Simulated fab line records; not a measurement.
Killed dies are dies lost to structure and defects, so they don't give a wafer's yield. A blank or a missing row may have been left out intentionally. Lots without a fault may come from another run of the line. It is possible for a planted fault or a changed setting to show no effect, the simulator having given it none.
What tool caused it? | flow n5Finfet | 24 lots, 72 wafers sampled, at 6 steps of a route of 1938

WHAT EACH GAUGE READ, for each wafer
N5_GATE_CUT_OVL_MEAS_14.
lot  | measured     | on         | GATE_CUT_OVL (nm)
L074 | day 4 11:37  | overlay-01 | 0.2 0.4 -0.2
L075 | day 4 22:29  | overlay-01 | -0.2 0.2 -0.5
L076 | day 5 03:39  | overlay-02 | 0.0 0.2 0.0
L077 | day 5 05:15  | overlay-02 | 0.3 0.0 0.2
L078 | day 5 15:00  | overlay-02 | 0.3 0.1 0.7
L079 | day 5 17:31  | overlay-02 | -0.3 0.3 0.3
L080 | day 5 23:53  | overlay-02 | 0.1 0.9 0.9
L081 | day 6 03:29  | overlay-01 | 0.7 1.3 1.3
L082 | day 6 14:25  | overlay-01 | 0.2 0.5 1.7
L083 | day 6 19:00  | overlay-01 | 1.5 0.7 0.5
L084 | day 7 02:34  | overlay-01 | 0.7 1.5 0.9
L085 | day 7 09:05  | overlay-02 | -0.5 -0.2 0.6
L086 | day 7 13:15  | overlay-01 | 0.6 1.1 -0.1
L087 | day 7 15:22  | overlay-02 | 0.8 -0.1 0.3
L088 | day 8 04:59  | overlay-01 | 1.2 1.8 0.1
L089 | day 8 07:17  | overlay-02 | 0.2 0.1 0.4
L090 | day 8 14:43  | overlay-01 | -0.1 0.0 0.7
L091 | day 8 20:16  | overlay-02 | 0.1 0.3 0.3
L092 | day 9 02:23  | overlay-01 | -0.1 0.1 -0.3
L093 | day 9 06:07  | overlay-01 | -0.3 0.0 0.6
L094 | day 9 16:03  | overlay-02 | 1.5 1.3 2.0
L095 | day 9 18:30  | overlay-01 | 0.8 1.1 1.2
L096 | day 9 23:49  | overlay-01 | -0.3 0.4 -0.3
L097 | day 10 05:05 | overlay-02 | 1.3 0.8 0.8

N5_MOL_CONTACT_COAG_OVL_MEAS_09.
lot  | measured     | on         | CA_OVL (nm)
L074 | day 4 17:37  | overlay-01 | 0.1 0.5 0.4
L075 | day 5 02:55  | overlay-02 | 0.0 0.5 0.9
L076 | day 5 07:53  | overlay-02 | 0.3 -0.4 0.2
L077 | day 5 09:10  | overlay-02 | -0.3 -0.9 0.5
L078 | day 5 18:47  | overlay-01 | 0.1 -0.3 -0.7
L079 | day 5 21:18  | overlay-02 | -0.2 0.2 0.2
L080 | day 6 03:51  | overlay-01 | 1.0 1.9 0.4
L081 | day 6 07:41  | overlay-01 | 1.1 0.4 -0.3
L082 | day 6 18:20  | overlay-01 | 0.4 0.8 0.9
L083 | day 6 22:55  | overlay-01 | -0.5 -0.2 -0.5
L084 | day 7 06:29  | overlay-02 | 0.6 1.1 0.3
L085 | day 7 13:20  | overlay-02 | 0.3 -0.4 -0.8
L086 | day 7 17:10  | overlay-02 | 1.1 0.2 0.4
L087 | day 7 19:08  | overlay-01 | 1.2 0.8 0.3
L088 | day 8 09:26  | overlay-01 | -0.9 0.1 1.1
L089 | day 8 11:54  | overlay-02 | 1.3 1.1 -0.5
L090 | day 8 18:31  | overlay-01 | 0.3 0.5 -1.5
L091 | day 9 00:24  | overlay-02 | -0.5 0.3 -1.0
L092 | day 9 07:17  | overlay-02 | 0.2 0.7 -0.8
L093 | day 9 10:05  | overlay-02 | 0.4 0.9 0.5
L094 | day 9 20:29  | overlay-01 | -0.1 -0.1 -0.9
L095 | day 9 22:27  | overlay-02 | 0.6 -0.2 0.3
L096 | day 10 04:12 | overlay-02 | 0.9 -0.6 1.4
L097 | day 10 09:01 | overlay-01 | -0.1 0.7 1.1

WHICH TOOL RAN EACH LOT (tool, then ch and the chambers of the sampled wafers, then the start)
lot  | N5_HKMG_FIN_CVD_62                    | N5_GATE_CUT_HM_OPEN_40            | N5_GATE_CUT_STRIP_42              | N5_GATE_CUT_VAPOR_ETCH_48
L074 | thermalCvdSi-02 ch 0,1, day 4 02:04   | rieDiel-01 ch 0,2, day 4 11:53    | rieDiel-01 ch 0,2, day 4 11:58    | rieMetal-01 ch 0,1, day 4 12:18
L075 | thermalCvdSi-01 ch 0,1, day 4 12:18   | rieDiel-02 ch 0,1, day 4 22:44    | rieDiel-02 ch 0,1, day 4 22:49    | rieMetal-03 ch 0,1, day 4 23:09
L076 | thermalCvdSi-02 ch 0,1, day 4 17:27   | rieDiel-05 ch 1,2, day 5 03:54    | rieDiel-05 ch 1,2, day 5 03:59    | rieMetal-02 ch 0,1, day 5 04:19
L077 | thermalCvdSi-01 ch 0,1, day 4 18:18   | rieDiel-05 ch 1,2, day 5 05:30    | rieDiel-05 ch 1,2, day 5 05:35    | rieMetal-02 ch 0,1, day 5 05:55
L078 | thermalCvdSi-02 ch 0,1, day 5 04:16   | rieDiel-05 ch 0,3, day 5 15:16    | rieDiel-05 ch 0,3, day 5 15:20    | rieMetal-01 ch 0,1, day 5 15:40
L079 | thermalCvdSi-01 ch 0,1, day 5 07:26   | rieDiel-05 ch 0,2,3, day 5 17:46  | rieDiel-05 ch 0,2,3, day 5 17:51  | rieMetal-01 ch 0,1, day 5 18:11
L080 | thermalCvdSi-02 ch 0,1,2, day 5 14:15 | rieDiel-02 ch 1,2,3, day 6 00:08  | rieDiel-02 ch 1,2,3, day 6 00:13  | rieMetal-02 ch 0,1, day 6 00:32
L081 | thermalCvdSi-01 ch 0,1, day 5 17:43   | rieDiel-05 ch 1,3, day 6 03:44    | rieDiel-05 ch 1,3, day 6 03:49    | rieMetal-01 ch 0,1, day 6 04:08
L082 | thermalCvdSi-02 ch 0,1,2, day 6 03:52 | rieDiel-05 ch 0,1,2, day 6 14:41  | rieDiel-05 ch 0,1,2, day 6 14:46  | rieMetal-03 ch 1, day 6 15:05
L083 | thermalCvdSi-01 ch 0,1, day 6 09:13   | rieDiel-02 ch 0,2,3, day 6 19:15  | rieDiel-02 ch 0,2,3, day 6 19:20  | rieMetal-02 ch 0,1, day 6 19:40
L084 | thermalCvdSi-02 ch 0,1,2, day 6 16:56 | rieDiel-02 ch 0,3, day 7 02:49    | rieDiel-02 ch 0,3, day 7 02:54    | rieMetal-01 ch 0,1, day 7 03:14
L085 | thermalCvdSi-01 ch 0,1, day 6 23:13   | rieDiel-01 ch 0,2,3, day 7 09:40  | rieDiel-01 ch 0,2,3, day 7 09:44  | rieMetal-02 ch 0,1, day 7 10:04
L086 | thermalCvdSi-02 ch 1,2, day 7 03:31   | rieDiel-01 ch 2,3, day 7 13:31    | rieDiel-01 ch 2,3, day 7 13:35    | rieMetal-02 ch 0,1, day 7 13:55
L087 | thermalCvdSi-01 ch 0,1,2, day 7 05:32 | rieDiel-05 ch 0,2,3, day 7 15:37  | rieDiel-05 ch 0,2,3, day 7 15:42  | rieMetal-03 ch 1, day 7 16:01
L088 | thermalCvdSi-02 ch 0,1,2, day 7 18:30 | rieDiel-05 ch 0,1,3, day 8 05:14  | rieDiel-05 ch 0,1,3, day 8 05:19  | rieMetal-02 ch 0,1, day 8 05:39
L089 | thermalCvdSi-01 ch 1,2, day 7 21:22   | rieDiel-02 ch 0,1,3, day 8 08:22  | rieDiel-02 ch 0,1,3, day 8 08:27  | rieMetal-03 ch 0,1, day 8 08:47
L090 | thermalCvdSi-02 ch 0,1,2, day 8 04:30 | rieDiel-05 ch 1,3, day 8 14:59    | rieDiel-05 ch 1,3, day 8 15:04    | rieMetal-02 ch 0,1, day 8 15:23
L091 | thermalCvdSi-01 ch 1,2, day 8 10:09   | rieDiel-02 ch 1,2,3, day 8 20:31  | rieDiel-02 ch 1,2,3, day 8 20:36  | rieMetal-02 ch 0,1, day 8 20:56
L092 | thermalCvdSi-02 ch 0,1,2, day 8 16:26 | rieDiel-01 ch 2,3, day 9 02:38    | rieDiel-01 ch 2,3, day 9 02:44    | rieMetal-03 ch 1, day 9 03:04
L093 | thermalCvdSi-01 ch 0,1,2, day 8 20:23 | rieDiel-01 ch 2,3, day 9 06:34    | rieDiel-01 ch 2,3, day 9 06:38    | rieMetal-02 ch 0,1, day 9 06:58
L094 | thermalCvdSi-02 ch 0,1, day 9 06:09   | rieDiel-01 ch 0,2, day 9 16:24    | rieDiel-01 ch 0,2, day 9 16:31    | rieMetal-02 ch 0,1, day 9 16:54
L095 | thermalCvdSi-01 ch 0,1,2, day 9 08:19 | rieDiel-05 ch 1,2,3, day 9 18:47  | rieDiel-05 ch 1,2,3, day 9 18:52  | rieMetal-03 ch 0,1, day 9 19:12
L096 | thermalCvdSi-02 ch 0,1,2, day 9 13:09 | rieDiel-05 ch 0,1,3, day 10 00:03 | rieDiel-05 ch 0,1,3, day 10 00:08 | rieMetal-02 ch 0,1, day 10 00:32
L097 | thermalCvdSi-01 ch 0,1,2, day 9 19:10 | rieDiel-05 ch 0,1,3, day 10 05:30 | rieDiel-05 ch 0,1,3, day 10 05:35 | rieMetal-02 ch 0,1, day 10 05:54
- N5_HKMG_FIN_CVD_62: deposits a-Si from Si2H6, target thk 3 nm, time 20.8 s.
- N5_GATE_CUT_HM_OPEN_40: chemistry C4F6/O2, target SiO2, target depth 139 nm, time 85.1 s.
- N5_GATE_CUT_STRIP_42: strips in O2.
- N5_GATE_CUT_VAPOR_ETCH_48: etches TiN in BCl3/Cl2.

WHAT THE TOOLS THEMSELVES READ (means of the sampled wafers that have a number; where no wafer has one, the mark that the record gives instead)
N5_HKMG_FIN_CVD_62.
lot  | tool            | heaterPowerW (W)
L074 | thermalCvdSi-02 | 1294
L075 | thermalCvdSi-01 | 1638
L076 | thermalCvdSi-02 | 1286
L077 | thermalCvdSi-01 | 1649
L078 | thermalCvdSi-02 | 1315
L079 | thermalCvdSi-01 | 1675
L080 | thermalCvdSi-02 | 1445
L081 | thermalCvdSi-01 | 1670
L082 | thermalCvdSi-02 | 1449
L083 | thermalCvdSi-01 | 1653
L084 | thermalCvdSi-02 | 1445
L085 | thermalCvdSi-01 | 1665
L086 | thermalCvdSi-02 | 1450
L087 | thermalCvdSi-01 | 1661
L088 | thermalCvdSi-02 | 1472
L089 | thermalCvdSi-01 | 1683
L090 | thermalCvdSi-02 | 1462
L091 | thermalCvdSi-01 | 1674
L092 | thermalCvdSi-02 | 1455
L093 | thermalCvdSi-01 | 1652
L094 | thermalCvdSi-02 | 1299
L095 | thermalCvdSi-01 | 1666
L096 | thermalCvdSi-02 | 1462
L097 | thermalCvdSi-01 | 1697

N5_GATE_CUT_HM_OPEN_40.
lot  | tool       | drypumpMotorCurrentA (A) | etchRfOnTimeS (s) | oesProductAu (a.u.) | rfVppV (V) | showerheadPlenumPTorr (Torr) | throttleValvePct (%)
L074 | rieDiel-01 | 6.1                      | 92.2              | 0.76                | 677        | 2.83                         | 21.13
L075 | rieDiel-02 | 5.6                      | 96.2              | 0.64                | 674        | 2.94                         | 21.17
L076 | rieDiel-05 | 5.3                      | 93.0              | 0.70                | 674        | 2.78                         | 20.86
L077 | rieDiel-05 | 5.7                      | 93.0              | 0.70                | 680        | 2.81                         | 20.86
L078 | rieDiel-05 | 6.0                      | 95.1              | 0.64                | 671        | 2.94                         | 21.07
L079 | rieDiel-05 | 5.6                      | 93.2              | 0.65                | 670        | 2.87                         | 21.02
L080 | rieDiel-02 | 6.1                      | 94.4              | 0.70                | 666        | 2.92                         | 20.86
L081 | rieDiel-05 | 5.8                      | 94.1              | 0.66                | 679        | 2.89                         | 21.02
L082 | rieDiel-05 | 5.7                      | 93.1              | 0.67                | 675        | 2.84                         | 20.94
L083 | rieDiel-02 | 6.0                      | 93.4              | 0.72                | 665        | 2.92                         | 20.92
L084 | rieDiel-02 | 5.7                      | 94.7              | 0.73                | 666        | 2.96                         | 21.10
L085 | rieDiel-01 | 6.0                      | 95.0              | 0.73                | 673        | 2.83                         | 21.08
L086 | rieDiel-01 | 5.8                      | 93.2              | 0.74                | 670        | 2.83                         | 21.02
L087 | rieDiel-05 | 5.6                      | 96.2              | 0.65                | 671        | 2.87                         | 21.03
L088 | rieDiel-05 | 6.0                      | 94.7              | 0.65                | 677        | 2.90                         | 21.03
L089 | rieDiel-02 | 5.8                      | 93.1              | 0.79                | 667        | 2.96                         | 20.96
L090 | rieDiel-05 | 5.9                      | 93.7              | 0.64                | 678        | 2.89                         | 21.04
L091 | rieDiel-02 | 6.1                      | 93.9              | 0.76                | 665        | 2.91                         | 20.78
L092 | rieDiel-01 | 5.8                      | 93.4              | 0.87                | 672        | 2.97                         | 20.81
L093 | rieDiel-01 | 5.8                      | 91.2              | 0.86                | 671        | 2.97                         | 20.81
L094 | rieDiel-01 | 6.0                      | 93.1              | 0.84                | 675        | 2.97                         | 20.87
L095 | rieDiel-05 | 5.6                      | 94.3              | 0.65                | 676        | 2.82                         | 20.98
L096 | rieDiel-05 | 6.0                      | 94.3              | 0.64                | 676        | 2.89                         | 21.04
L097 | rieDiel-05 | 6.0                      | 95.9              | 0.63                | 676        | 2.89                         | 21.05

N5_GATE_CUT_STRIP_42.
lot  | tool       | drypumpMotorCurrentA (A) | oesProductAu (a.u.) | rfVppV (V) | showerheadPlenumPTorr (Torr) | throttleValvePct (%)
L074 | rieDiel-01 | 6.1                      | 0.83                | 3.9        | 2.08                         | 16.79
L075 | rieDiel-02 | 5.6                      | 0.71                | 4.2        | 2.15                         | 16.80
L076 | rieDiel-05 | 5.3                      | 0.76                | 3.7        | 2.05                         | 16.58
L077 | rieDiel-05 | 5.7                      | 0.78                | 3.9        | 2.07                         | 16.58
L078 | rieDiel-05 | 6.0                      | 0.70                | 4.0        | 2.17                         | 16.83
L079 | rieDiel-05 | 5.7                      | 0.72                | 3.1        | 2.11                         | 16.76
L080 | rieDiel-02 | 6.0                      | 0.78                | 3.5        | 2.15                         | 16.58
L081 | rieDiel-05 | 5.9                      | 0.72                | 4.0        | 2.14                         | 16.83
L082 | rieDiel-05 | 5.7                      | 0.74                | 3.8        | 2.09                         | 16.66
L083 | rieDiel-02 | 6.0                      | 0.80                | 3.8        | 2.16                         | 16.72
L084 | rieDiel-02 | 5.7                      | 0.83                | 3.4        | 2.19                         | 16.86
L085 | rieDiel-01 | 6.0                      | 0.81                | 4.1        | 2.07                         | 16.77
L086 | rieDiel-01 | 5.8                      | 0.81                | 4.2        | 2.07                         | 16.71
L087 | rieDiel-05 | 5.6                      | 0.71                | 3.5        | 2.11                         | 16.78
L088 | rieDiel-05 | 6.0                      | 0.72                | 3.4        | 2.14                         | 16.79
L089 | rieDiel-02 | 5.8                      | 0.88                | 3.7        | 2.18                         | 16.63
L090 | rieDiel-05 | 5.9                      | 0.71                | 3.7        | 2.13                         | 16.87
L091 | rieDiel-02 | 6.1                      | 0.84                | 3.5        | 2.15                         | 16.49
L092 | rieDiel-01 | 5.8                      | 0.97                | 3.6        | 2.19                         | 16.52
L093 | rieDiel-01 | 5.8                      | 0.97                | 3.4        | 2.19                         | 16.52
L094 | rieDiel-01 | 6.0                      | 0.94                | 4.1        | 2.19                         | 16.59
L095 | rieDiel-05 | 5.6                      | 0.72                | 3.3        | 2.08                         | 16.75
L096 | rieDiel-05 | 6.0                      | 0.70                | 4.0        | 2.13                         | 16.82
L097 | rieDiel-05 | 6.0                      | 0.70                | 3.8        | 2.13                         | 16.83

N5_GATE_CUT_VAPOR_ETCH_48.
lot  | tool        | drypumpMotorCurrentA (A) | oesProductAu (a.u.)
L074 | rieMetal-01 | 5.6                      | 0.69
L075 | rieMetal-03 | 5.2                      | 0.75
L076 | rieMetal-02 | 5.7                      | 0.82
L077 | rieMetal-02 | 5.8                      | 0.82
L078 | rieMetal-01 | 6.2                      | 0.74
L079 | rieMetal-01 | 5.6                      | 0.68
L080 | rieMetal-02 | 5.8                      | 0.81
L081 | rieMetal-01 | 5.6                      | 0.68
L082 | rieMetal-03 | 5.1                      | 0.79
L083 | rieMetal-02 | 5.7                      | 0.81
L084 | rieMetal-01 | 5.6                      | 0.68
L085 | rieMetal-02 | 5.8                      | 0.74
L086 | rieMetal-02 | 5.8                      | 0.73
L087 | rieMetal-03 | 5.1                      | 0.79
L088 | rieMetal-02 | 5.8                      | 0.73
L089 | rieMetal-03 | 5.2                      | 0.68
L090 | rieMetal-02 | 5.7                      | 0.81
L091 | rieMetal-02 | 5.8                      | 0.73
L092 | rieMetal-03 | 5.1                      | 0.79
L093 | rieMetal-02 | 5.7                      | 0.80
L094 | rieMetal-02 | 5.7                      | 0.79
L095 | rieMetal-03 | 5.2                      | 0.72
L096 | rieMetal-02 | 5.8                      | 0.72
L097 | rieMetal-02 | 5.8                      | 0.72

THE ANSWER, worked out from the rows above alone
Rule: the usual values come from the lots themselves. Put in order of their means at a reading, lots are off if they are a third of the lots or fewer, leave a main group of 4 or more, and stand apart from it by a gap of 3 or more times the standard deviation of the main group's means; of several such gaps the widest counts. A main group is skipped when, at the precision printed for the reading in the tables above, its means are all equal. Also off: a lot with no number at a reading for which 4 or more lots have one. The other lots that the step has rows for count as sound. First the gauges in route order, then the tools' own readings, where a lot's mean is used as printed above. At the first step where some lot is off, the reading lying furthest off is the one used; lots without a number count as furthest.
None of the lots is off at any reading shown; this tells nothing.

WHAT THE SIMULATOR HAD INSERTED
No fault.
